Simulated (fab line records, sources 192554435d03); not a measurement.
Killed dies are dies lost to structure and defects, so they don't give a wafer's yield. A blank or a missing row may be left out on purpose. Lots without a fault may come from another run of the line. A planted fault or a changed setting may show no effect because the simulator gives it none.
Split-lot experiment | flow n5_finfet | 7 lots, 21 wafers read, on a route of 1938 steps

THE SPLIT
At N5_MOL_CONTACT_COAG_ALD_131 (deposits SiO2, target thk 5 nm, pulse time 1 s, co reactant pulse time 1 s), the setting ald_cycles was moved away from the recipe's 35 on 10 of the 21 wafers read, by -17.1% to +14.3%. The other wafers ran this setting at the recipe's value.

The reading is taken at the split's own step.

THE READING
SiO2_of_MOL_CONTACT_COAG_ALD_131.thk_nm (the simulator's own value, which no gauge read), in nm, at N5_MOL_CONTACT_COAG_ALD_131 (deposits SiO2, target thk 5 nm, pulse time 1 s, co reactant pulse time 1 s). The file gives no usual value for it.

wafer  | tool, chamber at the split | ald_cycles as run | against the recipe | SiO2_of_MOL_CONTACT_COAG_ALD_131.thk_nm, nm | against lot-mates on the recipe
L074.4 | ald_sin-02, 1,2            | 40                | +14.3%             | 5.8                                         | no lot-mate on the recipe
L074.6 | ald_sin-02, 1,2            | 40                | +14.3%             | 5.8                                         | no lot-mate on the recipe
L074.5 | ald_sin-02, 1              | 40                | +14.3%             | 5.6                                         | no lot-mate on the recipe
L075.3 | ald_sin-01, 0,3            | 35                | recipe             | 5                                           | -
L075.6 | ald_sin-01, 0,3            | 35                | recipe             | 5                                           | -
L075.5 | ald_sin-01, 2              | 34                | -2.9%              | 4.8                                         | -0.2
L082.2 | ald_sin-02, 3,1            | 38                | +8.6%              | 5.4                                         | +0.4
L082.5 | ald_sin-02, 3,1            | 38                | +8.6%              | 5.4                                         | +0.4
L082.3 | ald_sin-02, 0              | 35                | recipe             | 5                                           | -
L083.1 | ald_sin-02, 2,1            | 35                | recipe             | 5                                           | -
L083.2 | ald_sin-02, 2,1            | 35                | recipe             | 5                                           | -
L083.5 | ald_sin-02, 3              | 39                | +11.4%             | 5.6                                         | +0.6
L084.1 | ald_sin-02, 3              | 35                | recipe             | 5                                           | -
L084.3 | ald_sin-02, 0,2            | 29                | -17.1%             | 4.2                                         | -0.8
L084.4 | ald_sin-02, 0,2            | 29                | -17.1%             | 4.2                                         | -0.8
L085.3 | ald_sin-04, 2,1,2          | 35                | recipe             | 5                                           | -
L085.4 | ald_sin-04, 2,1,2          | 35                | recipe             | 5                                           | -
L085.6 | ald_sin-04, 2,1,2          | 35                | recipe             | 5                                           | -
L092.2 | ald_sin-04, 3              | 38                | +8.6%              | 5.4                                         | +0.4
L092.3 | ald_sin-04, 2,0            | 35                | recipe             | 5                                           | -
L092.5 | ald_sin-04, 2,0            | 35                | recipe             | 5                                           | -
Where a row lists several chambers, the file gives one row for several wafers and doesn't say which wafer went through which chamber.

THE FIT
A straight line over all 21 wafers: SiO2_of_MOL_CONTACT_COAG_ALD_131.thk_nm changes by +0.049 nm for each +1% of ald_cycles; r = +0.99; the points scatter about the line by 0.045 nm.
The same after taking each lot's own level away (the mean of its wafers on the recipe; 18 wafers): +0.0477 nm for each +1%; r = +1.00; scatter 0.022 nm.
On that fit, the largest move of ald_cycles shifts the reading by 0.82 nm.
The lots' own levels span 5.00 to 5.00 nm.
So the lot-to-lot level changes the slope little: the two slopes agree.
Check: with one of the wafers moved furthest among these (-17.1%) left out of the fit, the line predicts -0.827 nm for it against its lot-mates. It came out at -0.8 nm against them.

OTHER SPLITS ON THESE WAFERS
These wafers also went through other splits before the reading. Each is held against what the fit with the lots' levels taken away leaves over:
other split on the same wafers    | wafers away from the commonest value | r with SiO2_of_MOL_CONTACT_COAG_ALD_131.thk_nm (lot level and that fit taken away)
N5_GATE_CUT_COAT_34 spin_rpm      | 7                                    | +0.18
N5_MOL_CONTACT_COAG_ALD_27 time_s | 10                                   | -0.09

THE FILE'S OWN FIT
SiO2_of_MOL_CONTACT_COAG_ALD_131.thk_nm changes by +0.0483 nm for each +1% of ald_cycles, r = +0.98.
